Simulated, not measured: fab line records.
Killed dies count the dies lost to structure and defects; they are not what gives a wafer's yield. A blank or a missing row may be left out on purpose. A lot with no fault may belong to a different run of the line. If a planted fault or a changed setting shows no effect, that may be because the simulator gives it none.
fab line records | flow n5Finfet
record: lots: 4 | wafers: 12 | lastDay: 16
route steps=1938 shown BEOL_M0@739 BEOL_M1@751 BEOL_M4@1111 PASSIVATION@1936
lots with no fault: from the same line, run without faults
startH: start of the lot's first displayed wafer, in hours after the record's first day | waitH: time in hours since the lot's previous step | " the same as in the row above | L1.1+2: one row covering several wafers at once | - no value, or no start was given | * or withheld: withheld | < > ~ a bound
route shown NAME@n: NAME is a module with steps in the file, n the number in the route of the first one | usual: the fault-free wafers' mean and standard deviation | same: alike in all rows | chamber/n: place in a boat | sites: the reading at each site | _std_site: standard deviation of those values | _edge_site: inner sites' mean taken away from outer sites' mean | radiusMm: how far each site lies from the wafer's centre | mask NAME#n: copy n | behind: tool/chamber where the wafer was last shaped | hold: what put the lot on hold/how long, in hours/how the hold closed | device: the transistor (n, p or np) that didn't switch | end of line: the same wafers' tests at the end of the route | step lacking rows: just its recipe | killed: not the wafer's yield, but the dies lost to structure and defects at the first sort | map: per-die view of a wafer (x killed, . not killed, _ where there is no die)
set.NAME: the setting that was run; set.NAME@STEP: the one run at that earlier step | model.NAME: the simulator's own value behind a step, which no gauge read
certain route steps with their lots: each step a table, each wafer a row
services: when a tool's chamber went out of use (startH, in hours from the record's first day, below 0 if earlier), for how many hours, and the reason
== steps ==
step: N5_BEOL_M0_ANNEAL_135
recipe: tempC: 400 | timeS: 60 | ambient: vacuum
step: N5_BEOL_M0_SPUTTER_141
recipe: material: Cu | targetThkA: 40 | tempC: -20 | chamberPressurePa: 0.07 | powerW: withheld | timeS: 7.37
step: N5_BEOL_M0_ECD_118
recipe: material: Cu | targetThkA: 3000
step: N5_BEOL_M0_ANNEAL_119
recipe: tempC: 225 | timeS: 90 | ambient: N2
step: N5_BEOL_M0_CMP_120
recipe: stopOn: SiOC | tOverpolishS: 6.9 | downForcePsi: 1 | platenRpm: 50 | clearingPlatenDownForcePsi: 1.5 | clearingPlatenRpm: 50 | postCmpClean: cuAlkaline | clearingPlatenPadVelocityMS: 0.99484 | padVelocityMS: 0.99484
step: N5_BEOL_M0_PRE_CLEAN_131
recipe: gas: NH3/H2 | timeS: 15 | tempC: * | rfPowerW: 300
step: N5_BEOL_M0_CO_CAP_123
recipe: material: Co | targetThkA: 20 | tempC: 200 | precursor: CCTBA/H2 | pressureTorr: 30 | timeS: 102.1
step: N5_BEOL_M0_PRE_CLEAN_124
recipe: gas: NH3 | timeS: 15 | tempC: withheld | rfPowerW: 300
step: N5_BEOL_M0_DEP_125
recipe: material: SiCN | targetThkA: 80 | tempC: withheld | precursor: 3MS/NH3 | pressureTorr: 3 | rfW: 202 | timeS: 14
step: N5_BEOL_M1_ILD_DEP_00
recipe: material: SiOC | targetThkA: 790 | tempC: 350 | precursor: DEMS/O2 | pressureTorr: 5 | rfW: 500 | timeS: 15.3
usual: heaterPowerW: 489/66 | showerheadPlenumPTorr: 5.702/0.017 | throttleValvePct: 12.2/0.63
lot.wafer | tool     | chamber | startH | waitH | heaterPowerW | showerheadPlenumPTorr | sinceWetCleanH | throttleValvePct | model.SiOC_of_BEOL_M1_ILD_DEP_00.thkNm
L347.2    | pecvd-01 | 0       | 180.95 | 0.0   | 565          | 5.726                 | 1247           | 12.8             | 77.6
L347.4    | "        | 1       | "      | "     | 442          | 5.704                 | -              | 12.0             | 79.6
L347.5    | "        | 2       | "      | "     | 462          | 5.693                 | -              | 12.6             | 78.8
L353.1    | pecvd-04 | 2       | 218.90 | 0.0   | 436          | 5.708                 | 350            | 11.3             | 78.6
L353.2    | "        | 0       | "      | "     | 584          | 5.694                 | 1104           | 12.1             | 77.8
L353.4    | "        | 1       | "      | "     | 399          | 5.719                 | -              | 12.3             | 79.6
L354.2    | pecvd-01 | 0       | 222.03 | 0.0   | 485          | 5.724                 | 1288           | 13.2             | 77
L354.4    | "        | 0       | "      | "     | 504          | 5.724                 | -              | 13.1             | 81.4
L354.6    | "        | 2       | "      | "     | 388          | 5.703                 | -              | 12.4             | 78.8
L357.1    | pecvd-01 | 0       | 240.91 | 0.0   | 533          | 5.735                 | 1307           | 13.1             | 81
L357.3    | "        | 2       | "      | "     | 431          | 5.703                 | 553            | 12.6             | 81.2
L357.5    | "        | 1       | "      | "     | 458          | 5.709                 | -              | 12.2             | 80.8
step: N5_BEOL_M1_PECVD_72
recipe: material: SiO2 | targetThkA: 160 | tempC: 400 | precursor: TEOS/O2 | pressureTorr: 5.5 | rfW: 450 | teosFlowSccm: 53.8 | gas: O2 | flowSccm: 3000 | timeS: 18
step: N5_BEOL_M1_HM_DEP_02
recipe: material: TiN | targetThkA: 200 | tempC: 25 | chamberPressurePa: 0.49996
step: N5_BEOL_M1_COAT_61
recipe: resist: SOC | tempC: 250 | timeS: 60 | spinRpm: 1500 | resistThkNm: 60
step: N5_BEOL_M1_COAT_62
recipe: resist: SiARC | tempC: 220 | timeS: 60 | spinRpm: 1500 | resistThkNm: 12
step: N5_BEOL_M1_COAT_73
recipe: resist: underlayer | tempC: 205 | timeS: 60 | spinRpm: 1500 | resistThkNm: 5
step: N5_BEOL_M1_COAT_05
recipe: resist: CAR-EUV | spinRpm: 1500 | resistThkNm: 30
step: N5_BEOL_M1_EBR_07
recipe: solvent: PGMEA | ebrWidthMm: 1.5
step: N5_BEOL_M1_SOFTBAKE_06
recipe: tempC: 110 | timeS: 60 | resist: CAR-EUV
step: N5_BEOL_M1_EXPOSE_08
recipe: maskId: M1 | na: 0.33 | sourceShape: dipole | sigmaInner: 0.369 | sigmaOuter: 0.767 | polarization: unpolarized | doseMj: 33
step: N5_BEOL_M1_PEB_09
recipe: pebTempC: 100 | pebTimeS: 60 | resist: CAR-EUV
step: N5_BEOL_M1_DEVELOP_10
recipe: developTimeS: 30 | developer: TMAH | resist: CAR-EUV | rinseLiquid: surfactantRinse | dry: airSpin | devTempC: 23
step: N5_BEOL_M1_DESCUM_16
recipe: chemistry: O2 | timeS: 7 | sourcePowerW: 50 | biasPowerW: 20 | pressureMtorr: 20 | rfFrequencyHz: 2.712e+07 | tempC: 40 | resist: CAR-EUV | o2FlowSccm: 225
step: N5_BEOL_M1_ETCH_74
recipe: chemistry: N2/H2 | target: underlayer | targetDepthA: 65 | maskMaterial: CAR-EUV | timeS: 5.2 | ionEnergyEv: 200 | pressureMtorr: 30 | sourceW: 840 | biasW: 150 | n2FlowSccm: 200 | h2FlowSccm: 200 | ends: cleared
step: N5_BEOL_M1_ETCH_63
recipe: chemistry: CF4 | target: SiARC | targetDepthA: 156 | maskMaterial: CAR-EUV | timeS: 26 | ionEnergyEv: 80 | pressureMtorr: 40 | sourceW: 545 | biasW: 36 | Ar_flow_sccm: 100 | cf4FlowSccm: 100 | ends: cleared
step: N5_BEOL_M1_ETCH_64
recipe: chemistry: N2/H2 | target: SOC | targetDepthA: 750 | overetchA: 150 | maskMaterial: SiARC | tempC: 40 | timeS: 112.5 | ionEnergyEv: 200 | pressureMtorr: 30 | sourceW: 840 | biasW: 150 | n2FlowSccm: 200 | h2FlowSccm: 200
step: N5_BEOL_M1_STRIP_65
recipe: chemistry: N2/H2 | tempC: 40 | n2FlowSccm: 200 | h2FlowSccm: 200 | rfFrequencyHz: 6e+07
step: N5_BEOL_M1_STRIP_75
recipe: chemistry: N2/H2 | tempC: 40 | n2FlowSccm: 200 | h2FlowSccm: 200 | rfFrequencyHz: 6e+07
step: N5_BEOL_M1_STRIP_66
recipe: chemistry: CF4 | resist: SiARC | powerW: 300 | biasPowerW: 75 | pressureMtorr: 50 | cf4FlowSccm: 150 | rfFrequencyHz: 6e+07
step: N5_BEOL_M1_HM_OPEN_17
recipe: chemistry: Cl2/BCl3 | targetDepthA: 200 | overetchA: 60 | target: TiN | maskMaterial: SOC | ionEnergyEv: 150 | pressureMtorr: 10 | icpW: 1000 | biasW: 126 | Cl2_flow_sccm: 53.25 | bcl3FlowSccm: 21.75 | Ar_flow_sccm: 25
step: N5_BEOL_M1_STRIP_19
recipe: chemistry: O2 | powerW: 400 | tempC: 40 | pressureMtorr: 30 | rfFrequencyHz: 6e+07 | biasPowerW: 0 | overashFraction: 0.2 | o2FlowSccm: 225
step: N5_BEOL_M1_COAT_67
recipe: resist: SOC | tempC: 250 | timeS: 60 | spinRpm: 1500 | resistThkNm: 60
step: N5_BEOL_M1_COAT_68
recipe: resist: SiARC | tempC: 220 | timeS: 60 | spinRpm: 1500 | resistThkNm: 12
step: N5_BEOL_M1_COAT_76
recipe: resist: underlayer | tempC: 205 | timeS: 60 | spinRpm: 1500 | resistThkNm: 5
step: N5_BEOL_M1_COAT_22
recipe: resist: CAR-EUV | spinRpm: 1500 | resistThkNm: 30
step: N5_BEOL_M1_CMP_52
recipe: stopOn: SiOC | tOverpolishS: 6.8 | downForcePsi: 1 | platenRpm: 50 | clearingPlatenDownForcePsi: 1.5 | clearingPlatenRpm: 50 | postCmpClean: cuAlkaline | targetThkNm: 40 | clearingPlatenPadVelocityMS: 0.99484 | padVelocityMS: 0.99484
usual: barrierFieldEndpointS: 24.5/0.87 | clearingPlatenDownForcePsi: 1.500/0.0031 | motorCurrentA: 6.1/0.51 | overpolishRunS: 6.801/0.0087 | timeToEndpointS: 63/5
same: tOverpolishS: 6.8
lot.wafer | tool   | chamber | startH | waitH | barrierFieldEndpointS | clearingPlatenDownForcePsi | motorCurrentA | overpolishRunS | timeToEndpointS | model.Cu_of_BEOL_M1_ECD_50.thkNm | model.SiOC_of_BEOL_M1_ILD_DEP_00.thkNm
L347.2    | cmp-01 | 0       | 188.28 | 0.2   | 25.2                  | 1.499                      | 6.3           | 6.803          | 64              | 37.8                             | 76.6
L347.4    | "      | 3       | "      | "     | 25.3                  | 1.498                      | 6.5           | 6.815          | 70              | 41.8                             | 78.6
L347.5    | "      | 0       | "      | "     | 25.1                  | 1.501                      | 6.4           | 6.792          | 66              | 39.4                             | 77.8
L353.4    | cmp-02 | 0       | 228.09 | 0.1   | 24.2                  | 1.501                      | 5.7           | 6.808          | 67              | 40.2                             | 78.6
L353.2    | "      | 2       | "      | "     | 23.9                  | 1.500                      | 5.6           | 6.804          | 61              | 36.6                             | 76.8
L353.1    | "      | 3       | "      | "     | 24.9                  | 1.498                      | 5.9           | 6.796          | 71              | 40.4                             | 77.6
L354.2    | cmp-02 | 1       | 231.58 | 0.4   | 23.4                  | 1.499                      | 6.4           | 6.816          | 56              | 36.6                             | 76
L354.4    | "      | 3       | "      | "     | 24.9                  | 1.498                      | 5.5           | 6.801          | 68              | 45                               | 80.4
L354.6    | "      | 1       | "      | "     | 23.3                  | 1.501                      | 6.3           | 6.797          | 56              | 40                               | 77.8
L357.1    | cmp-02 | 2       | 249.81 | 0.4   | 23.7                  | 1.504                      | 5.7           | 6.798          | 59              | 40.6                             | 80
L357.3    | "      | 0       | "      | "     | 24.1                  | 1.498                      | 5.9           | 6.797          | 58              | 41.8                             | 80.2
L357.5    | "      | 1       | "      | "     | 23.6                  | 1.496                      | 6.2           | 6.808          | 54              | 40.8                             | 79.8
step: N5_BEOL_M4_RC_MEAS_101
usual: DIBL_N: 35.9/2.5 | DIBL_P: 36.0/3 | IOFF_N: 0.16/0.047 | IOFF_P: 0.21/0.047 | ION_N: 671/14 | ION_P: 460/8.8 | SS_N: 71.5/0.73 | SS_P: 73.2/0.91 | VT_N: 250/4.3 | VT_P: -251/3.6
lot.wafer | tool      | chamber | startH | waitH | DIBL_N[mV/V] | DIBL_P[mV/V] | IOFF_N[nA/um] | IOFF_P[nA/um] | ION_N[uA/um] | ION_P[uA/um] | SS_N[mV/dec] | SS_P[mV/dec] | VT_N[mV] | VT_P[mV]
L347.2    | prober-02 | 0       | 225.36 | 0.2   | 32.1         | 32.1         | 0.11          | 0.17          | 649          | 453          | 70.8         | 71.7         | 256      | -251
L347.4    | "         | 0       | "      | "     | 35.1         | 36.8         | 0.16          | 0.24          | 669          | 471          | 71.4         | 72.6         | 249      | -245
L347.5    | "         | 0       | "      | "     | 38.6         | 41.1         | 0.23          | 0.29          | 690          | 478          | 71.3         | 73.3         | 246      | -246
L353.1    | prober-01 | 0       | 266.55 | 0.0   | 38.1         | 37.3         | 0.18          | 0.21          | 685          | 456          | 72.0         | 73.3         | 249      | -252
L353.2    | "         | 0       | "      | "     | 42.9         | 42.0         | 0.31          | 0.31          | 689          | 467          | 73.1         | 74.6         | 240      | -247
L353.4    | "         | 0       | "      | "     | 38.6         | 38.2         | 0.19          | 0.22          | 681          | 467          | 71.6         | 73.1         | 249      | -252
L354.2    | prober-02 | 0       | 269.22 | 0.2   | 38.0         | 38.8         | 0.18          | 0.25          | 682          | 469          | 71.7         | 74.4         | 246      | -247
L354.4    | "         | 0       | "      | "     | 37.5         | 38.7         | 0.19          | 0.25          | 682          | 469          | 71.1         | 73.8         | 244      | -248
L354.6    | "         | 0       | "      | "     | 34.9         | 35.3         | 0.14          | 0.20          | 682          | 469          | 69.9         | 72.6         | 249      | -249
L357.1    | prober-01 | 0       | 283.75 | 0.0   | 36.8         | 40.0         | 0.18          | 0.27          | 682          | 475          | 71.9         | 74.3         | 250      | -246
L357.3    | "         | 0       | "      | "     | 35.5         | 38.7         | 0.16          | 0.26          | 683          | 478          | 72.0         | 73.7         | 246      | -245
L357.5    | "         | 0       | "      | "     | 35.1         | 37.2         | 0.15          | 0.22          | 677          | 468          | 72.1         | 73.7         | 249      | -250
step: N5_PASSIVATION_PROBE_49
usual: defectLimitedYield: 91.4/1.4 | killed_at_M0_to_M3: 34/8.9 | killed_at_M4_up: 13/4.6 | killedAtContacts: 12/5.5 | killedAtFrontEnd: 41/11 | killedAtOther: 3.1/2.9 | killedDies: 102/16 | killedOpen: 66/11 | killedShort: 34/7.6 | sort_bin_4_leakage: 0.01/0.14 | sort_bin_5_function: 5.1/0.89 | sort_bin_6_memory: 3.2/0.61 | sort_bin_8_speed: 0.02/0.12 | sortNPass: 1078/16 | sortYieldPct: 91.3/1.4
same: grossDies: 1180 | killedAtBackSide: 0
lot.wafer | tool      | chamber | startH | waitH | defectLimitedYield[%] | killed_at_M0_to_M3 | killed_at_M4_up | killedAtContacts | killedAtFrontEnd | killedAtOther | killedDies | killedOpen | killedShort | sort_bin_4_leakage[%] | sort_bin_5_function[%] | sort_bin_6_memory[%] | sort_bin_8_speed[%] | sortNPass | sortYieldPct[%]
L353.1    | prober-02 | -       | 362.46 | 0.0   | 93.4                  | 24                 | 17              | 5                | 30               | 2             | 78         | 43         | 34          | 0                     | 3.6                    | 2.8                  | 0                   | 1102      | 93.4
L353.2    | prober-02 | -       | 362.51 | 0.1   | 92.7                  | 28                 | 14              | 13               | 29               | 2             | 86         | 54         | 24          | 1.61                  | 4.0                    | 2.5                  | 0                   | 1075      | 91.1
L353.4    | prober-02 | -       | 362.61 | 0.2   | 92.4                  | 27                 | 12              | 15               | 35               | 1             | 90         | 57         | 30          | 0                     | 5.3                    | 2.2                  | 0                   | 1090      | 92.4
L354.2    | prober-01 | -       | 374.14 | 0.1   | 90.7                  | 31                 | 13              | 9                | 56               | 1             | 110        | 64         | 38          | 0                     | 5.9                    | 2.5                  | 0                   | 1070      | 90.7
L354.4    | prober-01 | -       | 374.24 | 0.2   | 91.3                  | 31                 | 10              | 8                | 50               | 4             | 103        | 71         | 29          | 0                     | 5.4                    | 2.9                  | 0                   | 1077      | 91.3
L354.6    | prober-01 | -       | 374.34 | 0.3   | 89.1                  | 48                 | 16              | 22               | 43               | 0             | 129        | 82         | 46          | 0                     | 7.6                    | 3.2                  | 0                   | 1051      | 89.1
L357.1    | prober-01 | -       | 380.91 | 0.0   | 94.2                  | 19                 | 11              | 7                | 30               | 1             | 68         | 49         | 19          | 0                     | 3.7                    | 1.9                  | 0                   | 1112      | 94.2
L357.3    | prober-01 | -       | 381.01 | 0.1   | 90.3                  | 26                 | 13              | 15               | 59               | 1             | 114        | 74         | 35          | 0                     | 5.3                    | 3.4                  | 0                   | 1066      | 90.3
L357.5    | prober-01 | -       | 381.11 | 0.2   | 92.2                  | 21                 | 10              | 10               | 46               | 5             | 92         | 59         | 31          | 0                     | 4.2                    | 3.0                  | 0                   | 1088      | 92.2
killed by level:class
L353.1 BEOL_M0_SAQP:geometricParticle:open=13 FIN_SAQP:geometricParticle:short=7 GATE_CUT:geometricParticle:short=6 BEOL_M0_SAQP:geometricParticle:short=6 BEOL_M4:geometricParticle:open=6 STI_FIN_REVEAL:geometricParticle:open=5 MOL_CONTACT_COAG:geometricParticle:open=5 STARTING-WAFER:geometricParticle:short=4
L353.2 MOL_CONTACT_COAG:geometricParticle:open=10 BEOL_M0_SAQP:geometricParticle:open=9 HKMG_FIN:areaEtch=7 BEOL_M0_SAQP:geometricParticle:short=6 BEOL_M4:geometricParticle:open=6 BEOL_M1:geometricParticle:open=5 BEOL_M3:geometricParticle:open=4 STI_FIN_REVEAL:geometricParticle:open=3
L353.4 GATE_CUT:geometricParticle:short=12 MOL_CONTACT_COAG:geometricParticle:open=10 BEOL_M3:geometricParticle:open=9 BEOL_M4:geometricParticle:open=7 BEOL_M1:geometricParticle:open=6 BEOL_M0_SAQP:geometricParticle:short=5 FIN_CUT:geometricParticle:open=4 FIN_SAQP:geometricParticle:open=3
L354.2 FIN_SAQP:geometricParticle:open=20 FIN_SAQP:geometricParticle:short=9 BEOL_M3:geometricParticle:open=7 HKMG_FIN:areaEtch=7 MOL_CONTACT_COAG:geometricParticle:open=6 BEOL_M0_SAQP:geometricParticle:open=6 GATE_CUT:geometricParticle:short=5 BEOL_M2:geometricParticle:short=5
L354.4 BEOL_M0_SAQP:geometricParticle:open=15 FIN_SAQP:geometricParticle:open=12 FIN_SAQP:geometricParticle:short=7 STI_FIN_REVEAL:geometricParticle:open=7 MOL_CONTACT_COAG:geometricParticle:open=7 BEOL_M0_SAQP:geometricParticle:short=7 DUMMY_GATE:geometricParticle:open=6 BEOL_M4:geometricParticle:open=5
L354.6 MOL_CONTACT_COAG:geometricParticle:open=17 BEOL_M0_SAQP:geometricParticle:open=16 FIN_SAQP:geometricParticle:short=11 FIN_SAQP:geometricParticle:open=11 BEOL_M1:geometricParticle:open=10 BEOL_M0_SAQP:geometricParticle:short=7 MOL_CONTACT_COAG:geometricParticle:short=5 BEOL_M3:geometricParticle:open=5
L357.1 DUMMY_GATE:geometricParticle:open=8 MOL_CONTACT_COAG:geometricParticle:open=7 GATE_CUT:geometricParticle:short=7 BEOL_M0_SAQP:geometricParticle:open=5 BEOL_M2:geometricParticle:open=5 GATE_CUT:geometricParticle:open=4 STI_FIN_REVEAL:geometricParticle:open=3 BEOL_M3:geometricParticle:open=3
L357.3 STI_FIN_REVEAL:geometricParticle:open=23 MOL_CONTACT_COAG:geometricParticle:open=10 DUMMY_GATE:geometricParticle:open=8 BEOL_M0_SAQP:geometricParticle:short=7 STI_FIN_REVEAL:geometricParticle:short=6 MOL_CONTACT_COAG:geometricParticle:short=5 BEOL_M0_SAQP:geometricParticle:open=5 HKMG_FIN:areaEtch=5
L357.5 STI_FIN_REVEAL:geometricParticle:open=15 STI_FIN_REVEAL:geometricParticle:short=11 MOL_CONTACT_COAG:geometricParticle:open=8 BEOL_M0_SAQP:geometricParticle:open=8 BEOL_M0_SAQP:geometricParticle:short=5 DUMMY_GATE:geometricParticle:open=5 PASS1_DEP:geometricParticle:open=4 STARTING-WAFER:geometricParticle:open=4
== services ==
tool     | chamber | startH | hours | kind
pecvd-04 | -       | 175.90 | 0.9   | repair
pecvd-01 | -       | 186.49 | 2.8   | pm
cmp-01   | -       | 186.87 | 1.3   | repair
cmp-02   | -       | 196.66 | 6.3   | pm
pecvd-01 | 0       | 199.65 | 2.1   | scheduledDown
cmp-01   | -       | 210.70 | 7.7   | pm
cmp-01   | -       | 220.48 | 4.0   | pm
cmp-01   | -       | 224.48 | -     | consumableReplace:conditioner
cmp-01   | -       | 224.48 | -     | consumableReplace:pad
pecvd-01 | 0       | 225.32 | 5.5   | scheduledDown
cmp-02   | -       | 244.64 | 4.0   | pm
cmp-02   | -       | 248.64 | -     | consumableReplace:conditioner
cmp-02   | -       | 248.64 | -     | consumableReplace:pad
== key ==
firstSign none at tools or gauges
modelEffect: step: N5_BEOL_M1_ILD_DEP_00 | value: SiOC_of_BEOL_M1_ILD_DEP_00.thkNm | without: 78 | struck: 81.2
modelEffect: step: N5_BEOL_M1_CMP_52 | value: Cu_of_BEOL_M1_ECD_50.thkNm | without: 39.2 | struck: 42.47
metAt N5_BEOL_M1_ILD_DEP_00
struckWafers L354.4,L357.1,L357.3
onsetBetween 180.95 222.03
fault: kind: processParameterDrift | tool: pecvd-01 | chamber: - | onsetH: 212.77 | steps: N5_BEOL_M1_ILD_DEP_00 | channel: timeS | offset: * | shape: step | endH: 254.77 | scope: struckWafersOnly | actsIn: * | stated: *
